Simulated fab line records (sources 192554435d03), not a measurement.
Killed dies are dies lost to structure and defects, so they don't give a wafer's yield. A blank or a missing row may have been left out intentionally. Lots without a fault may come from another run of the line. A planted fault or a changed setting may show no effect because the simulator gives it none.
fab line records	flow n5-finfet
[record] lots = 8	wafers = 23	last-day = 24
route steps=1938 shown MOL_CONTACT_COAG@578 BEOL_M4@1111 PASSIVATION@1936
lots that met no fault: from a run of the same line without faults
start-h: hours from the record's first day to the start of the lot's first wafer shown	wait-h: hours from the lot's prior step to this one	" the same as in the row above	L1.1+2: a single row standing in for several wafers	- value missing, or start not given	* or withheld: withheld	< > ~ a bound
route shown NAME@n: NAME is a module with steps in the file, n the number in the route of the first one	usual: the fault-free wafers' mean and standard deviation	same: alike in all rows	chamber/n: place in a boat	sites: per-site readings	_std_site: the standard deviation of these	_edge_site: mean of outer sites minus mean of inner sites	radius-mm: for every site, how far away it sits from the centre of the wafer	mask NAME#n: copy n	behind: the most recent tool/chamber to have shaped the wafer	hold: cause of the lot's hold/its duration in hours/its outcome	device: the transistor (n, p or np) that didn't switch	end of line: tests run on the same wafers once the route is complete	a step without rows: its recipe alone	killed: dies that structure and defects cost at the first sort, which is not the same as the wafer's yield	map: a wafer's dies, x killed, . not, _ none there
set.NAME: the run value of the setting; set.NAME@STEP: its run value at that earlier step	model.NAME: the simulator's own value behind a step, which no gauge read
a sample of lots followed through the steps of the route, with each step as a table and each wafer as a row
services: from which hour (start-h, from the record's first day; less than 0 if before it) a tool's chamber was out of use, for how many hours, and why
[[steps]]
[step N5_MOL_CONTACT_COAG_ETCH_90]
[recipe] chemistry = CF4	target = SiARC	target-depth-a = 130	mask-material = CAR-EUV	time-s = 21.7	ion-energy-ev = 80	pressure-mtorr = 40	source-w = 545	bias-w = 36	Ar_flow_sccm = 100	cf4-flow-sccm = 100	ends = cleared
[usual] drypump-motor-current-A = 5.8/0.41	etch-rf-on-time-s = 21.9/0.57	mfc-ar-sccm = 100.0/0.31	oes-product-au = 0.65/0.069	rf-vpp-V = 184.1/1.4	showerhead-plenum-p-Torr = 2.14/0.079	throttle-valve-pct = 15.67/0.25
lot.wafer	tool	chamber	start-h	wait-h	drypump-motor-current-A	etch-rf-on-time-s	mfc-ar-sccm	oes-product-au	rf-hours-counter-h	rf-vpp-V	showerhead-plenum-p-Torr	throttle-valve-pct
L491.1	rie-diel-02	1	150.51	0.0	6.1	22.6	99.6	0.73	37	185.1	2.26	15.18
L491.3	"	0	"	"	6.5	22.7	99.8	0.78	6	184.3	2.19	15.55
L491.4	"	2	"	"	5.7	21.8	99.7	0.58	-	184.8	2.19	16.01
L492.1	rie-diel-06	1	159.55	0.0	6.1	22.8	99.6	0.57	250	184.6	2.11	15.99
L492.2	"	3	"	"	5.9	21.7	100.3	0.67	126	181.8	2.00	15.74
L492.3	"	2	"	"	5.1	22.2	99.8	0.64	161	183.1	2.14	15.96
L493.1	rie-diel-03	1	169.35	0.0	5.4	21.0	99.8	0.67	154	186.6	2.23	15.44
L493.4	"	3	"	"	6.0	21.2	100.0	0.61	215	182.8	2.05	15.81
L493.5	"	3	"	"	6.0	21.1	100.3	0.61	-	182.9	2.05	15.82
L495.2	rie-diel-06	3	175.84	0.0	6.0	21.6	99.9	0.66	135	183.8	2.00	15.75
L495.4	"	1	"	"	6.0	22.5	99.7	0.57	259	182.2	2.10	16.02
L495.6	"	1	"	"	6.1	22.5	100.1	0.57	-	182.8	2.10	16.01
L496.3	rie-diel-03	1	183.27	0.0	5.5	20.9	100.2	0.66	159	186.1	2.23	15.44
L496.4	"	2	"	"	5.9	21.2	100.1	0.63	187	181.4	2.05	15.52
L496.5	"	2	"	"	5.9	21.4	100.0	0.63	-	181.8	2.05	15.52
L494.2	rie-diel-03	2	188.25	0.0	5.9	21.9	99.4	0.63	189	183.5	2.05	15.54
L494.3	"	3	"	"	6.0	21.4	100.2	0.60	221	182.9	2.05	15.84
L494.4	"	1	"	"	5.4	21.1	100.3	0.66	160	184.9	2.23	15.46
L504.1	rie-diel-03	1	235.11	0.0	5.5	21.2	99.7	0.66	180	186.0	2.22	15.47
L504.2	"	3	"	"	6.0	21.4	99.8	0.58	241	180.9	2.04	15.88
L504.6	"	0	"	"	6.1	22.2	100.2	0.62	-	183.9	2.13	15.83
L505.1	rie-diel-06	0	245.77	0.0	5.0	21.0	99.8	0.78	27	185.4	2.18	15.31
L505.6	"	2	"	"	5.1	22.1	100.1	0.61	-	183.3	2.13	16.04
[step N5_MOL_CONTACT_COAG_ETCHBACK_132]
[recipe] chemistry = CHF3	target = SiO2	target-depth-a = 100	time-s = 6.7	ion-energy-ev = 200	pressure-mtorr = 30	source-w = 610	bias-w = 170	Ar_flow_sccm = 200	CHF3_flow_sccm = 50
[usual] drypump-motor-current-A = 5.8/0.4	mfc-ar-sccm = 200.1/0.59	oes-product-au = 0.77/0.079	rf-vpp-V = 526/13	showerhead-plenum-p-Torr = 2.37/0.087	throttle-valve-pct = 18.75/0.22
lot.wafer	tool	chamber	start-h	wait-h	drypump-motor-current-A	mfc-ar-sccm	oes-product-au	rf-hours-counter-h	rf-vpp-V	showerhead-plenum-p-Torr	throttle-valve-pct
L491.1	rie-diel-06	2	150.77	0.1	5.1	200.2	0.75	158	535	2.37	19.00
L491.3	"	3	"	"	6.0	200.5	0.78	122	514	2.23	18.86
L491.4	"	1	"	"	6.1	199.8	0.67	-	526	2.34	19.08
L492.1	rie-diel-03	2	159.98	0.3	5.9	201.1	0.74	178	510	2.28	18.62
L492.2	"	0	"	"	6.1	199.1	0.75	138	543	2.37	18.86
L492.3	"	1	"	"	5.4	200.9	0.79	149	526	2.47	18.47
L493.1	rie-diel-06	1	169.61	0.1	6.1	200.0	0.67	256	526	2.34	19.08
L493.4	"	2	"	"	5.1	200.4	0.76	-	533	2.37	19.04
L493.5	"	1	"	"	6.1	199.9	0.66	-	526	2.34	19.09
L495.2	rie-diel-06	2	176.10	0.1	5.1	199.8	0.75	171	534	2.37	19.03
L495.4	"	0	"	"	5.0	200.4	1.00	1	520	2.44	18.41
L495.6	"	2	"	"	5.1	200.7	0.74	-	533	2.37	19.02
L496.3	rie-diel-03	3	183.84	0.1	6.0	200.7	0.69	220	510	2.26	18.90
L496.4	"	2	"	"	5.9	199.7	0.73	187	511	2.28	18.64
L496.5	"	0	"	"	6.1	198.8	0.74	-	542	2.37	18.87
L494.2	rie-diel-02	1	189.51	0.1	6.2	200.1	0.82	56	536	2.50	18.31
L494.3	"	2	"	"	5.7	200.8	0.99	1	528	2.43	18.69
L494.4	"	3	"	"	5.2	200.0	0.93	13	546	2.44	18.60
L504.1	rie-diel-03	2	235.50	0.1	5.9	199.9	0.72	210	512	2.27	18.68
L504.2	"	0	"	"	6.1	200.6	0.73	168	541	2.36	18.92
L504.6	"	3	"	"	6.0	199.8	0.68	-	509	2.26	18.92
L505.1	rie-diel-02	2	246.12	0.2	5.7	200.5	0.92	26	527	2.42	18.72
L505.6	"	1	"	"	6.1	200.3	0.79	-	536	2.49	18.36
[step N5_MOL_CONTACT_COAG_STRIP_119]
[recipe] chemistry = N2/H2	time-s = 30	power-w = 1000	temp-c = 250	pressure-mtorr = withheld	n2-flow-sccm = 1750	h2-flow-sccm = 3250
[usual] drypump-motor-current-A = 5.7/0.36	heater-power-w = 368/24
lot.wafer	tool	chamber	start-h	wait-h	drypump-motor-current-A	heater-power-w	rf-hours-counter-h
L491.1	plasma-asher-02	1	151.27	0.2	5.9	355	95
L491.3	"	0	"	"	5.2	402	-
L491.4	"	1	"	"	5.9	360	-
L492.1	plasma-asher-02	1	160.34	0.1	5.9	357	97
L492.2	"	0	"	"	5.2	401	97
L492.3	"	0	"	"	5.3	397	-
L493.1	plasma-asher-02	1	169.96	0.1	5.9	364	99
L493.4	"	0	"	"	5.3	394	-
L493.5	"	1	"	"	5.9	366	-
L495.2	plasma-asher-02	1	176.45	0.1	5.9	365	101
L495.4	"	1	"	"	5.9	372	-
L495.6	"	0	"	"	5.3	403	-
L496.3	plasma-asher-02	0	184.21	0.1	5.3	390	-
L496.4	"	1	"	"	5.9	366	-
L496.5	"	0	"	"	5.3	401	-
L494.2	plasma-asher-01	0	189.86	0.1	6.2	353	52
L494.3	"	1	"	"	5.8	343	-
L494.4	"	0	"	"	6.2	341	-
L504.1	plasma-asher-02	0	235.85	0.1	5.2	402	117
L504.2	"	1	"	"	5.9	357	117
L504.6	"	0	"	"	5.3	412	-
L505.1	plasma-asher-02	0	246.47	0.1	5.3	387	119
L505.6	"	1	"	"	5.9	369	-
[step N5_MOL_CONTACT_COAG_INSPECT_42]
[recipe] mode = adi	inspect-instrument = brightfield
[usual] raw-defect-count = 192/56
lot.wafer	tool	chamber	start-h	wait-h	raw-defect-count
L491.1	defect-inspect-01	-	151.95	0.1	163
L491.3	"	-	"	"	112
L491.4	"	-	"	"	140
L492.1	defect-inspect-02	-	161.03	0.1	227
L492.2	"	-	"	"	205
L492.3	"	-	"	"	151
L493.1	defect-inspect-01	-	170.55	0.1	882
L493.4	"	-	"	"	868
L493.5	"	-	"	"	828
L495.2	defect-inspect-01	-	177.13	0.0	872
L495.4	"	-	"	"	826
L495.6	"	-	"	"	880
L496.3	defect-inspect-02	-	184.74	0.0	867
L496.4	"	-	"	"	855
L496.5	"	-	"	"	835
L494.2	defect-inspect-02	-	190.42	0.0	195
L494.3	"	-	"	"	253
L494.4	"	-	"	"	120
L504.1	defect-inspect-01	-	236.43	0.1	202
L504.2	"	-	"	"	213
L504.6	"	-	"	"	211
L505.1	defect-inspect-01	-	247.02	0.1	225
L505.6	"	-	"	"	286
[step N5_MOL_CONTACT_COAG_ETCH_66]
[recipe] chemistry = CF4	target = SiARC	target-depth-a = 130	mask-material = CAR-EUV	time-s = 21.7	ion-energy-ev = 80	pressure-mtorr = 40	source-w = 545	bias-w = 36	Ar_flow_sccm = 100	cf4-flow-sccm = 100	ends = cleared
[usual] drypump-motor-current-A = 5.7/0.47	etch-rf-on-time-s = 21.9/0.58	mfc-ar-sccm = 100.05/0.28	oes-product-au = 0.68/0.082	rf-vpp-V = 184.0/1.4	showerhead-plenum-p-Torr = 2.14/0.081	throttle-valve-pct = 15.65/0.27
lot.wafer	tool	chamber	start-h	wait-h	drypump-motor-current-A	etch-rf-on-time-s	mfc-ar-sccm	oes-product-au	rf-hours-counter-h	rf-vpp-V	showerhead-plenum-p-Torr	throttle-valve-pct
L491.1	rie-diel-02	0	152.10	0.0	6.5	22.9	100.08	0.78	6	185.2	2.19	15.56
L491.3	"	2	"	"	5.7	21.8	100.44	0.57	246	184.1	2.19	16.01
L491.4	"	0	"	"	6.5	22.7	100.32	0.78	-	184.2	2.19	15.57
L492.1	rie-diel-03	1	161.11	0.0	5.4	21.2	100.85	0.66	150	185.9	2.23	15.43
L492.2	"	0	"	"	6.1	22.3	100.33	0.64	138	185.7	2.14	15.78
L492.3	"	2	"	"	5.9	21.6	100.31	0.64	178	182.9	2.05	15.49
L493.1	rie-diel-02	0	170.98	0.0	6.5	22.7	100.08	0.75	17	185.1	2.19	15.58
L493.4	"	1	"	"	6.1	22.5	100.01	0.71	-	184.6	2.25	15.21
L493.5	"	3	"	"	5.3	21.0	99.54	0.83	-	184.0	2.20	15.43
L495.2	rie-diel-06	3	177.23	0.0	5.9	21.4	100.13	0.67	136	183.1	2.00	15.74
L495.4	"	0	"	"	5.1	21.2	99.98	0.87	1	184.5	2.19	15.26
L495.6	"	1	"	"	6.1	22.4	100.01	0.58	-	184.0	2.10	16.01
L496.3	rie-diel-02	0	184.83	0.0	6.5	22.8	99.62	0.74	23	185.8	2.18	15.60
L496.4	"	1	"	"	6.1	22.7	99.69	0.70	54	186.6	2.25	15.24
L496.5	"	2	"	"	5.7	20.8	100.39	0.87	-	184.7	2.19	15.55
L494.2	rie-diel-02	0	190.65	0.0	6.5	22.9	100.43	0.74	26	185.7	2.18	15.61
L494.3	"	2	"	"	5.7	21.1	99.62	0.85	2	185.8	2.19	15.53
L494.4	"	3	"	"	5.2	21.5	100.19	0.79	13	184.9	2.19	15.43
L504.1	rie-diel-02	0	236.52	0.0	6.5	22.6	99.56	0.71	46	182.5	2.18	15.64
L504.2	"	3	"	"	5.2	21.2	100.14	0.76	34	184.5	2.19	15.48
L504.6	"	0	"	"	6.5	22.6	99.59	0.71	-	183.7	2.18	15.64
L505.1	rie-diel-06	0	247.40	0.0	5.1	21.3	99.79	0.78	28	183.2	2.18	15.33
L505.6	"	3	"	"	5.9	21.8	99.67	0.64	-	179.7	1.99	15.82
[step N5_BEOL_M4_RC_MEAS_101]
[usual] DIBL_N = 35.8/1.6	DIBL_P = 35.6/2	IOFF_N = 0.15/0.031	IOFF_P = 0.20/0.033	ION_N = 668/12	ION_P = 459/6.8	SS_N = 71.4/0.53	SS_P = 73.1/0.63	VT_N = 250/3.5	VT_P = -251/3
lot.wafer	tool	chamber	start-h	wait-h	DIBL_N[mV/V]	DIBL_P[mV/V]	IOFF_N[nA/um]	IOFF_P[nA/um]	ION_N[uA/um]	ION_P[uA/um]	SS_N[mV/dec]	SS_P[mV/dec]	VT_N[mV]	VT_P[mV]
L492.1	prober-01	0	332.49	0.0	34.4	34.3	0.13	0.19	660	462	70.7	73.0	252	-249
L492.2	"	0	"	"	33.6	33.3	0.11	0.17	649	458	70.8	72.6	255	-253
L492.3	"	0	"	"	34.4	34.1	0.13	0.18	650	454	70.7	72.7	252	-253
L491.1	prober-01	0	382.72	0.0	37.1	38.1	0.20	0.23	702	472	72.0	73.9	244	-247
L491.3	"	0	"	"	35.8	36.3	0.17	0.20	675	455	71.6	74.0	249	-250
L491.4	"	0	"	"	35.5	35.6	0.17	0.20	696	467	71.9	73.4	246	-251
L493.1	prober-02	0	391.32	0.0	38.4	39.6	0.24	0.29	691	467	72.4	74.2	244	-246
L493.4	"	0	"	"	34.9	35.3	0.15	0.21	673	465	71.5	73.4	251	-251
L493.5	"	0	"	"	36.7	38.1	0.19	0.26	673	469	71.7	73.8	248	-247
L495.2	prober-02	0	399.40	0.2	32.8	34.8	0.14	0.19	667	465	71.3	72.9	251	-252
L495.4	"	0	"	"	33.6	34.3	0.14	0.19	663	459	71.6	72.9	252	-251
L495.6	"	0	"	"	33.8	34.6	0.15	0.19	670	458	70.6	73.2	249	-252
L494.2	prober-02	0	402.70	0.2	34.1	33.8	0.11	0.17	655	455	71.3	72.1	253	-253
L494.3	"	0	"	"	33.2	32.4	0.11	0.15	643	444	71.7	72.2	256	-256
L494.4	"	0	"	"	35.9	35.9	0.15	0.20	668	461	71.4	72.8	253	-251
L496.3	prober-01	0	410.25	0.3	36.0	37.2	0.16	0.17	667	454	71.8	73.1	253	-256
L496.4	"	0	"	"	35.0	37.0	0.15	0.16	668	454	71.6	73.7	251	-255
L496.5	"	0	"	"	37.1	38.1	0.18	0.17	681	448	72.0	73.1	248	-254
L504.1	prober-02	0	461.43	0.0	35.9	35.3	0.15	0.19	686	472	71.0	72.7	247	-250
L504.2	"	0	"	"	35.6	34.6	0.13	0.19	659	458	71.7	72.8	251	-251
L504.6	"	0	"	"	33.5	32.1	0.10	0.15	648	450	71.4	72.0	256	-255
L505.1	prober-01	0	468.03	0.0	38.3	39.7	0.23	0.28	708	480	71.9	73.8	243	-245
L505.6	"	0	"	"	38.3	39.2	0.22	0.27	685	465	71.4	74.4	244	-244
[step N5_PASSIVATION_PROBE_49]
[usual] defect-limited-yield = 90.7/1.5	killed_at_M0_to_M3 = 38/11	killed_at_M4_up = 15/5.5	killed-at-contacts = 12/6	killed-at-front-end = 41/11	killed-at-other = 3.5/2.7	killed-dies = 110/18	killed-open = 72/13	killed-short = 35/8.7	sort_bin_5_function = 5.5/1.1	sort_bin_6_memory = 3.4/0.63	sort_bin_8_speed = 0.01/0.037	sort-n-pass = 1070/18	sort-yield-pct = 90.7/1.5
[same] gross-dies = 1180	killed-at-back-side = 0	sort_bin_4_leakage[%] = 0
lot.wafer	tool	chamber	start-h	wait-h	defect-limited-yield[%]	killed_at_M0_to_M3	killed_at_M4_up	killed-at-contacts	killed-at-front-end	killed-at-other	killed-dies	killed-open	killed-short	sort_bin_5_function[%]	sort_bin_6_memory[%]	sort_bin_8_speed[%]	sort-n-pass	sort-yield-pct[%]
L492.1	prober-01	-	474.20	0.0	93.0	24	11	11	33	4	83	57	24	3.6	3.1	0	1097	93.0
L492.2	prober-01	-	474.25	0.1	93.1	29	4	5	42	2	82	54	28	3.6	3.0	0	1098	93.1
L492.3	prober-01	-	474.30	0.1	92.4	34	7	15	33	1	90	59	31	3.8	3.3	0	1090	92.4
L491.1	prober-01	-	510.60	0.0	89.7	37	19	10	49	7	122	65	56	5.7	3.9	0	1058	89.7
L491.3	prober-01	-	510.70	0.1	90.3	49	16	8	39	3	115	67	47	5.9	3.4	0	1065	90.3
L491.4	prober-01	-	510.75	0.2	86.7	65	10	18	58	6	157	111	46	8.6	4.2	0	1023	86.7
L493.1	prober-02	-	512.95	0.0	84.6	29	8	103	42	0	182	62	25	10.0	3.0	0	998	84.6
L493.4	prober-02	-	513.10	0.2	79.5	30	19	135	54	4	242	80	33	11.8	4.7	0	938	79.5
L493.5	prober-02	-	513.15	0.2	81.6	51	11	110	43	2	217	75	39	10.8	4.7	0	963	81.6
L494.2	prober-02	-	517.92	0.1	89.8	26	8	23	63	0	120	85	35	5.4	4.4	0	1060	89.8
L494.3	prober-02	-	517.97	0.1	89.7	39	12	15	52	3	121	85	33	6.4	3.4	0.34	1055	89.4
L494.4	prober-02	-	518.02	0.2	90.7	37	19	14	36	4	110	77	32	6.3	3.0	0	1070	90.7
L495.2	prober-01	-	523.35	0.1	84.3	28	10	105	39	3	185	62	29	10.2	3.1	0	995	84.3
L495.4	prober-01	-	523.45	0.2	85.7	31	13	102	21	2	169	50	23	8.0	3.7	0.08	1011	85.7
L495.6	prober-01	-	523.55	0.3	83.4	21	12	133	23	7	196	45	20	9.5	3.8	0	984	83.4
L496.3	prober-02	-	536.03	0.1	79.6	49	15	142	34	1	241	73	34	13.5	4.6	0	939	79.6
L496.4	prober-02	-	536.08	0.2	81.2	40	17	109	53	3	222	63	51	11.6	4.1	0	958	81.2
L496.5	prober-02	-	536.13	0.2	79.7	26	17	132	64	0	239	91	29	12.7	4.8	0	941	79.7
L505.1	prober-02	-	572.01	0.0	91.0	32	21	9	40	4	106	67	35	5.8	2.5	0	1074	91.0
L505.6	prober-02	-	572.26	0.3	89.5	44	17	11	44	8	124	83	41	5.8	4.2	0	1056	89.5
L504.1	prober-01	-	576.66	0.0	89.9	43	24	9	43	0	119	79	38	6.7	3.1	0	1061	89.9
L504.2	prober-01	-	576.71	0.1	92.1	35	20	7	29	2	93	66	27	4.4	3.2	0	1087	92.1
L504.6	prober-01	-	576.91	0.3	90.8	46	16	6	38	3	109	75	31	5.7	3.2	0	1071	90.8
// killed by level:class
L492.1 FIN_SAQP:geometric-particle:open=11 MOL_CONTACT_COAG:geometric-particle:open=9 BEOL_M0_SAQP:geometric-particle:short=7 STI_FIN_REVEAL:geometric-particle:open=5 BEOL_M0_SAQP:geometric-particle:open=5 STARTING-WAFER:geometric-particle:short=5 FIN_SAQP:geometric-particle:short=4 BEOL_M2:geometric-particle:open=4
L492.2 FIN_SAQP:geometric-particle:open=13 FIN_SAQP:geometric-particle:short=10 BEOL_M3:geometric-particle:open=10 BEOL_M0_SAQP:geometric-particle:open=9 MOL_CONTACT_COAG:geometric-particle:open=5 BEOL_M2:geometric-particle:open=4 STARTING-WAFER:geometric-particle:short=4 STI_FIN_REVEAL:geometric-particle:open=3
L492.3 MOL_CONTACT_COAG:geometric-particle:open=15 STI_FIN_REVEAL:geometric-particle:open=9 BEOL_M0_SAQP:geometric-particle:open=8 BEOL_M3:geometric-particle:short=7 FIN_SAQP:geometric-particle:short=6 BEOL_M3:geometric-particle:open=6 FIN_SAQP:geometric-particle:open=5 BEOL_M0_SAQP:geometric-particle:short=4
L491.1 FIN_SAQP:geometric-particle:short=10 GATE_CUT:geometric-particle:short=8 MOL_CONTACT_COAG:geometric-particle:open=7 BEOL_M0_SAQP:geometric-particle:short=6 BEOL_M1:geometric-particle:open=6 STARTING-WAFER:geometric-particle:open=6 DUMMY_GATE:geometric-particle:open=5 GATE_CUT:geometric-particle:open=5
L491.3 STI_FIN_REVEAL:geometric-particle:open=9 BEOL_M1:geometric-particle:short=9 BEOL_M0_SAQP:geometric-particle:short=8 FIN_SAQP:geometric-particle:short=7 GATE_CUT:geometric-particle:short=7 BEOL_M3:geometric-particle:open=7 MOL_CONTACT_COAG:geometric-particle:open=6 BEOL_M0_SAQP:geometric-particle:open=6
L491.4 FIN_SAQP:geometric-particle:open=15 BEOL_M2:geometric-particle:open=15 BEOL_M1:geometric-particle:open=14 MOL_CONTACT_COAG:geometric-particle:open=14 FIN_SAQP:geometric-particle:short=12 BEOL_M3:geometric-particle:open=9 DUMMY_GATE:geometric-particle:open=8 BEOL_M0_SAQP:geometric-particle:open=8
L493.1 MOL_CONTACT_COAG:unspecified=95 FIN_SAQP:geometric-particle:open=9 MOL_CONTACT_COAG:geometric-particle:open=8 BEOL_M0_SAQP:geometric-particle:open=6 GATE_CUT:geometric-particle:open=6 BEOL_M3:geometric-particle:open=6 ILD0:geometric-particle:open=5 FIN_SAQP:geometric-particle:short=4
L493.4 MOL_CONTACT_COAG:unspecified=129 STI_FIN_REVEAL:geometric-particle:open=11 FIN_SAQP:geometric-particle:open=8 FIN_SAQP:geometric-particle:short=6 MOL_CONTACT_COAG:geometric-particle:open=6 BEOL_M0_SAQP:geometric-particle:open=6 BEOL_M0_SAQP:geometric-particle:short=6 BEOL_M3:geometric-particle:open=6
L493.5 MOL_CONTACT_COAG:unspecified=100 BEOL_M0_SAQP:geometric-particle:short=12 BEOL_M0_SAQP:geometric-particle:open=11 BEOL_M1:geometric-particle:open=10 GATE_CUT:geometric-particle:open=8 BEOL_M3:geometric-particle:open=8 FIN_SAQP:geometric-particle:open=7 FIN_SAQP:geometric-particle:short=6
L494.2 MOL_CONTACT_COAG:geometric-particle:open=18 FIN_SAQP:geometric-particle:open=17 STI_FIN_REVEAL:geometric-particle:open=12 BEOL_M2:geometric-particle:open=8 BEOL_M0_SAQP:geometric-particle:short=7 FIN_SAQP:geometric-particle:short=6 DUMMY_GATE:geometric-particle:open=5 ILD0:geometric-particle:open=5
L494.3 BEOL_M1:geometric-particle:open=15 FIN_SAQP:geometric-particle:open=14 MOL_CONTACT_COAG:geometric-particle:open=12 STI_FIN_REVEAL:geometric-particle:open=10 FIN_SAQP:geometric-particle:short=7 BEOL_M3:geometric-particle:open=6 BEOL_M2:geometric-particle:open=6 BEOL_M4:geometric-particle:open=6
L494.4 MOL_CONTACT_COAG:geometric-particle:open=11 BEOL_M2:geometric-particle:open=10 FIN_SAQP:geometric-particle:open=7 BEOL_M2:geometric-particle:short=7 BEOL_M3:geometric-particle:open=7 BEOL_M1:geometric-particle:open=6 DUMMY_GATE:geometric-particle:open=5 ILD0:geometric-particle:open=4
L495.2 MOL_CONTACT_COAG:unspecified=94 FIN_SAQP:geometric-particle:open=10 MOL_CONTACT_COAG:geometric-particle:open=10 GATE_CUT:geometric-particle:short=8 BEOL_M0_SAQP:geometric-particle:open=7 BEOL_M1:geometric-particle:open=7 DUMMY_GATE:geometric-particle:open=6 BEOL_M0_SAQP:geometric-particle:short=4
L495.4 MOL_CONTACT_COAG:unspecified=95 MOL_CONTACT_COAG:geometric-particle:open=7 BEOL_M1:geometric-particle:open=6 GATE_CUT:geometric-particle:open=6 BEOL_M0:geometric-particle:short=5 BEOL_M0_SAQP:geometric-particle:open=4 BEOL_M3:geometric-particle:short=4 DUMMY_GATE:geometric-particle:open=3
L495.6 MOL_CONTACT_COAG:unspecified=131 FIN_SAQP:geometric-particle:open=6 BEOL_M4:geometric-particle:open=6 BEOL_M0_SAQP:geometric-particle:open=5 BEOL_M0:geometric-particle:open=5 STI_FIN_REVEAL:geometric-particle:open=3 DUMMY_GATE:geometric-particle:open=3 BEOL_M0_SAQP:geometric-particle:short=3
L496.3 MOL_CONTACT_COAG:unspecified=132 BEOL_M0_SAQP:geometric-particle:short=17 BEOL_M0_SAQP:geometric-particle:open=14 STI_FIN_REVEAL:geometric-particle:open=12 MOL_CONTACT_COAG:geometric-particle:open=8 BEOL_M1:geometric-particle:open=6 BEOL_M4:geometric-particle:open=5 BEOL_M1:geometric-particle:short=5
L496.4 MOL_CONTACT_COAG:unspecified=102 STI_FIN_REVEAL:geometric-particle:open=17 BEOL_M0_SAQP:geometric-particle:short=15 BEOL_M0_SAQP:geometric-particle:open=12 FIN_SAQP:geometric-particle:short=11 BEOL_M4:geometric-particle:open=10 STI_FIN_REVEAL:geometric-particle:short=7 MOL_CONTACT_COAG:geometric-particle:open=5
L496.5 MOL_CONTACT_COAG:unspecified=119 STI_FIN_REVEAL:geometric-particle:open=28 BEOL_M4:geometric-particle:open=12 MOL_CONTACT_COAG:geometric-particle:open=10 FIN_SAQP:geometric-particle:open=9 BEOL_M0_SAQP:geometric-particle:open=8 DUMMY_GATE:geometric-particle:open=6 FIN_SAQP:geometric-particle:short=5
L505.1 FIN_SAQP:geometric-particle:short=10 FIN_SAQP:geometric-particle:open=10 BEOL_M4:geometric-particle:open=9 BEOL_M2:geometric-particle:open=9 BEOL_M3:geometric-particle:open=9 MOL_CONTACT_COAG:geometric-particle:open=7 BEOL_M0_SAQP:geometric-particle:short=4 BEOL_M1:geometric-particle:open=4
L505.6 BEOL_M0_SAQP:geometric-particle:short=18 FIN_SAQP:geometric-particle:open=10 BEOL_M0_SAQP:geometric-particle:open=10 MOL_CONTACT_COAG:geometric-particle:open=9 STI_FIN_REVEAL:geometric-particle:open=8 BEOL_M3:geometric-particle:open=8 GATE_CUT:geometric-particle:short=6 DUMMY_GATE:geometric-particle:open=6
L504.1 BEOL_M1:geometric-particle:open=16 BEOL_M4:geometric-particle:open=11 FIN_SAQP:geometric-particle:short=10 MOL_CONTACT_COAG:geometric-particle:open=8 STI_FIN_REVEAL:geometric-particle:open=7 BEOL_M3:geometric-particle:open=6 BEOL_M0_SAQP:geometric-particle:open=5 BEOL_M0_SAQP:geometric-particle:short=5
L504.2 BEOL_M4:geometric-particle:open=10 BEOL_M1:geometric-particle:open=7 BEOL_M2:geometric-particle:open=6 BEOL_M0:geometric-particle:open=6 STI_FIN_REVEAL:geometric-particle:open=5 MOL_CONTACT_COAG:geometric-particle:open=5 BEOL_M3:geometric-particle:open=4 FIN_SAQP:geometric-particle:open=3
L504.6 BEOL_M0_SAQP:geometric-particle:open=12 BEOL_M0_SAQP:geometric-particle:short=10 DUMMY_GATE:geometric-particle:open=9 BEOL_M1:geometric-particle:open=9 BEOL_M4:geometric-particle:open=8 STI_FIN_REVEAL:geometric-particle:open=7 BEOL_M2:geometric-particle:open=7 BEOL_M3:geometric-particle:open=5
[[services]]
tool	chamber	start-h	hours	kind
rie-diel-02	3	131.82	-	clean
rie-diel-02	3	131.82	-	consumable-replace:focus-ring
rie-diel-02	3	131.82	32.8	scheduled-down
rie-diel-02	3	131.82	32.8	vent-cycle
rie-diel-02	0	135.23	8.0	repair
rie-diel-06	2	137.78	10.1	repair
plasma-asher-01	-	147.21	5.7	repair
rie-diel-06	0	148.07	-	clean
rie-diel-06	0	148.07	-	consumable-replace:focus-ring
rie-diel-06	0	148.07	25.2	scheduled-down
rie-diel-06	0	148.07	25.2	vent-cycle
rie-diel-02	2	164.65	-	clean
rie-diel-02	2	164.65	-	consumable-replace:focus-ring
rie-diel-02	2	164.65	19.8	scheduled-down
rie-diel-02	2	164.65	19.8	vent-cycle
rie-diel-06	1	178.68	8.3	repair
rie-diel-06	1	187.14	-	clean
rie-diel-06	1	187.14	-	consumable-replace:focus-ring
rie-diel-06	1	187.14	11.7	scheduled-down
rie-diel-06	1	187.14	11.7	vent-cycle
rie-diel-06	0	190.59	13.1	repair
plasma-asher-01	-	192.54	6.7	repair
rie-diel-03	-	242.91	2.8	pm
[[key]]
[first-sign] step = N5_MOL_CONTACT_COAG_INSPECT_42	reading = raw-defect-count	direction = up	sigmas = 12	usual = 192	struck = 857
[effect] step = N5_PASSIVATION_PROBE_49	reading = killed-at-contacts	direction = up	sigmas = 18	usual = 12	struck = 119
[more-kills-born-at] N5_MOL_CONTACT_COAG_STRIP_119@plasma-asher-02 = 997
met-at N5_MOL_CONTACT_COAG_STRIP_119
struck-lots L493,L495,L496
not-acting-at N5_MOL_CONTACT_COAG_ETCH_90,N5_MOL_CONTACT_COAG_ETCHBACK_132,N5_MOL_CONTACT_COAG_ETCH_66
onset-between 160.34 169.96
[fault] kind = chamber-particle-source	tool = plasma-asher-02	chamber = -	onset-h = 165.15	steps = N5_MOL_CONTACT_COAG_STRIP_119	rate-per-visit-cm2 = 1.0677	end-h = 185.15
